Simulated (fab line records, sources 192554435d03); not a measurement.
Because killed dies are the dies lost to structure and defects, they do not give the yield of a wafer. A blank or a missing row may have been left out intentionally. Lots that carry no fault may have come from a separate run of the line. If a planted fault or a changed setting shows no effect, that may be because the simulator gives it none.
Comparing a struck lot with a sound one | flow n5-finfet | 16 out of 1938 route steps
Sound: these wafers, L397.2, L397.4, L397.5. Wafers struck: L400.3, L400.4, L400.6. The cause comes at the end.
At each step with rows: each side's tool, then ch and its chambers, then its first start. Under that, the readings that differ: sound wafers | struck wafers | difference of the means | sigmas: that difference in standard deviations of wafers without a fault.
alike: a reading whose means differ by less than 2 such deviations, as well as words and numbers matching on both sides. not compared: withheld readings; readings where some wafer has no value; bounds like >300 that might hide an equal value; numbers whose values overlap and for which the record gives no deviation.
Wherever a step has rows on one side only, a row that says differs or no value, or a row with sigmas, the two part there. Numbers that don't overlap but have no deviation are shown without sigmas and don't part them. Lack of a reading on every wafer of one side parts them only where that side has two or more wafers.

first, 6 steps without rows for these wafers: N5_BEOL_M3_COAT_22 (resist thk 30 nm); N5_BEOL_M3_EBR_24; N5_BEOL_M3_SOFTBAKE_23 (time 60 s); N5_BEOL_M3_EXPOSE_25 (exposes mask V2, defocus 5 nm); N5_BEOL_M3_PEB_26 (peb time 60 s); N5_BEOL_M3_DEVELOP_27 (develop time 30 s).
N5_BEOL_M3_CD_MEAS_28: target cd 25.7 nm, target cd y 23.3 nm.
  sound on cd-sem-03 ch 0, day 8 21:37; struck on cd-sem-01 ch 0, day 9 15:38
  alike: cd-nm
N5_BEOL_M3_OVL_MEAS_29:
  sound on overlay-02 ch 0, day 8 21:38; struck on overlay-02 ch 0, day 9 15:41
  alike: V2_OVL
N5_BEOL_M3_INSPECT_30: inspects for defects (brightfield).
  struck on defect-inspect-02, day 9 15:43; sound on defect-inspect-02, day 8 21:41
  alike: raw-defect-count
N5_BEOL_M3_DESCUM_33: chemistry O2, time 7 s.
  sound on rie-diel-03 ch 0,2, day 8 21:44; struck on rie-diel-02 ch 1,2,3, day 9 15:46
  alike: drypump-motor-current-A, oes-product-au, rf-vpp-V, showerhead-plenum-p-Torr, throttle-valve-pct
  not compared: rf-hours-counter-h
N5_BEOL_M3_ETCH_77: etches underlayer in N2/H2, target depth 6.5 nm, time 5.2 s.
  sound on rie-diel-03 ch 0,2, day 8 21:46; struck on rie-diel-02 ch 1,2,3, day 9 15:47
  alike: drypump-motor-current-A, etch-rf-on-time-s, oes-product-au, rf-vpp-V, showerhead-plenum-p-Torr, throttle-valve-pct
  not compared: rf-hours-counter-h
N5_BEOL_M3_ETCH_69: etches SiARC in CF4, target depth 15.6 nm, time 26 s.
  sound on rie-diel-03 ch 0,2, day 8 21:47; struck on rie-diel-02 ch 1,2,3, day 9 15:49
  alike: drypump-motor-current-A, etch-rf-on-time-s, oes-product-au, rf-vpp-V, showerhead-plenum-p-Torr, throttle-valve-pct
  not compared: rf-hours-counter-h
N5_BEOL_M3_ALD_98: deposits SiO2, target thk 2.5 nm, pulse time 1 s, co reactant pulse time 1 s.
  sound on ald-sin-01 ch 1,2,3, day 8 21:52; struck on ald-sin-02 ch 0,1, day 9 16:17
  no value came back on the struck wafers for ald-cycles, chamber-pressure-Torr (Torr), heater-power-w (W), precursor-pulse-height-rel; on the sound wafers ald-cycles reads 17 17 17
N5_BEOL_M3_ETCHBACK_99: etches SiO2 in CHF3, target depth 5 nm, time 10.4 s.
  sound on rie-diel-04 ch 1,2, day 8 23:08; struck on rie-diel-03 ch 2,3, day 9 20:11
  reading      | sound       | struck      | difference | sigmas
  rf-vpp-V (V) | 247 247 247 | 234 237 233 | -12        | -2
  alike: drypump-motor-current-A, oes-product-au, showerhead-plenum-p-Torr, throttle-valve-pct
  not compared: rf-hours-counter-h
N5_BEOL_M4_RC_MEAS_101:
  sound on prober-01 ch 0, day 9 16:50; struck on prober-02 ch 0, day 10 14:29
  alike: DIBL_N, DIBL_P, IOFF_N, IOFF_P, ION_N, ION_P, SS_N, SS_P, VT_N, VT_P
next, for these wafers, 1 step has no rows: N5_PASSIVATION_PROBE_49.

## WHERE THEY PART
Earliest at N5_BEOL_M3_ALD_98; latest, in this record, at N5_BEOL_M3_ETCHBACK_99. Later steps at which nothing parts them and some readings are alike: N5_BEOL_M4_RC_MEAS_101.

WHY: whatever the simulator had introduced
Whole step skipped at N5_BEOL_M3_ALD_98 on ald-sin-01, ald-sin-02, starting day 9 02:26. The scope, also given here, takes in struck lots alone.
